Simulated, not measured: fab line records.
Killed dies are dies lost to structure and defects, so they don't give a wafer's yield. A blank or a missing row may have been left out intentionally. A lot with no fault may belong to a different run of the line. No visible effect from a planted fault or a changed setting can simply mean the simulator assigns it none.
Code-filled problem report in 8D (eight disciplines) form | flow n5 finfet | the parts of the form that need people (team, actions taken, sign-off) are left out

== 1. WHAT IS WRONG ==
Mean of raw defect count at N5_BEOL_M6_INSPECT_58: 1409 across 3 wafers in 3 lots; on wafers with no fault it is 70 (standard deviation 22). Measured from the usual mean, that is +61 standard deviations.
The step: inspects for defects (darkfield).
First observed at day 10 02:44: wafer L487.3, on defect inspect-02. The record has a number at this step for 30 wafers belonging to 10 lots. Rule for "out", or "out of limits": more than 4 standard deviations from the usual mean. The other wafers with a number count as sound.

== 2. WHAT IT IS, WHAT IT ISN'T ==
question                    | is                                   | is not
which readings at this step | raw defect count                     | -
which lots                  | L486, L487, L488                     | L479, L484, L485, L491, L496, L497, L502
which wafers of those lots  | L486.3, L487.3, L488.1               | L486.2, L486.5, L487.2, L487.4, L488.2, L488.4
read on which gauges        | defect inspect-01, defect inspect-02 | -
when                        | from day 10 02:44                    | up to then (11 sound wafers); but 16 sound wafers of L486, L488, L491, L496, L497, L502 came after

== 3. SUSPECTS, AND WHAT RULES EACH OUT ==
Counting: a tool at a process step up to the reading stays a suspect if it ran every lot that is out. Sound lots after the first of them don't rule it out here, since some wafers of a struck lot are sound.
- the gauge at N5_BEOL_M6_INSPECT_58 has been ruled out. 2 gauges (defect inspect-01, defect inspect-02) read the wafers that are out.
- pvd sputter-01 at N5_BEOL_M6_PRE_CLEAN_45 (time 30 s): kept. Every lot that is out went through it, the first being L487 (day 10 01:01); the last sound lot it ran before that was L485 (day 9 21:35).
- pecvd-03 at N5_BEOL_M6_DEP_56 (deposits SiCN from 3MS/NH3, target thk 10 nm, time 17.5 s): kept. Every lot that is out went through it, the first being L487 (day 10 02:38); the last sound lot it ran before that was L485 (day 9 23:28).
- At N5_BEOL_M6_DEP_56, inside pecvd-03: chamber 2 took the wafers that are out, while their sound lot-mates went through chambers 0, 1.
Remaining after the count are pvd sputter-01 at N5_BEOL_M6_PRE_CLEAN_45 and pecvd-03 at N5_BEOL_M6_DEP_56.

== 4. THE CAUSE (what the simulator had put in) ==
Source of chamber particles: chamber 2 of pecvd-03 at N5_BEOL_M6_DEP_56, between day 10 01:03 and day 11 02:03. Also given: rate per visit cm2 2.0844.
Of the 2 suspects that counting leaves, this tool is one.

== 5. THE CHAIN OF EFFECTS, in route order ==
Each row: a reading whose mean over the struck wafers that have a number lies more than 3 standard deviations from the usual. Readings are gone through only where the record gives a usual standard deviation; hours: the median, over the lots, of the time from a lot's start at the first step in this table giving one to that lot's start at this step; sigmas: the change measured in usual standard deviations.
hours | step                    | reading              | usual  | on struck wafers | change | sigmas
0     | N5_BEOL_M6_INSPECT_58   | raw defect count     | 70     | 1409             | +1339  | +61
1     | N5_BEOL_M7_INSPECT_13   | raw defect count     | 371    | 1772             | +1401  | +16
68    | N5_PASSIVATION_PROBE_49 | defect limited yield | 91.0 % | 84.4             | -6.6   | -4.4
68    | N5_PASSIVATION_PROBE_49 | killed_at_M4_up      | 13     | 109              | +96    | +20
68    | N5_PASSIVATION_PROBE_49 | killed dies          | 106    | 184              | +78    | +4.3
68    | N5_PASSIVATION_PROBE_49 | killed on rim        | 14     | 29               | +15    | +3.5
68    | N5_PASSIVATION_PROBE_49 | sort_bin_5_function  | 5.3 %  | 8.7              | +3.4   | +3.5
68    | N5_PASSIVATION_PROBE_49 | sort n pass          | 1074   | 996              | -78    | -4.3
68    | N5_PASSIVATION_PROBE_49 | sort yield pct       | 91.0 % | 84.4             | -6.6   | -4.4
It contains these process steps:
- N5_PASSIVATION_PROBE_49

== 6. HOW IT WOULD HAVE BEEN CAUGHT EARLIER ==
Counted from the fault's start at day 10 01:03, it took 2 hours until the first out-of-limits reading at a measuring or inspecting step in this record, taken at day 10 02:44.
Tool readings at N5_BEOL_M6_DEP_56 with a usual standard deviation given in the record: none out on any struck wafer, hence no alarm at a limit of 4 standard deviations on them.
Among the 3 lots that are out, L486, L488 began N5_BEOL_M6_DEP_56 on pecvd-03 after day 10 02:44. A hold on the tool at that time would have spared those 2.
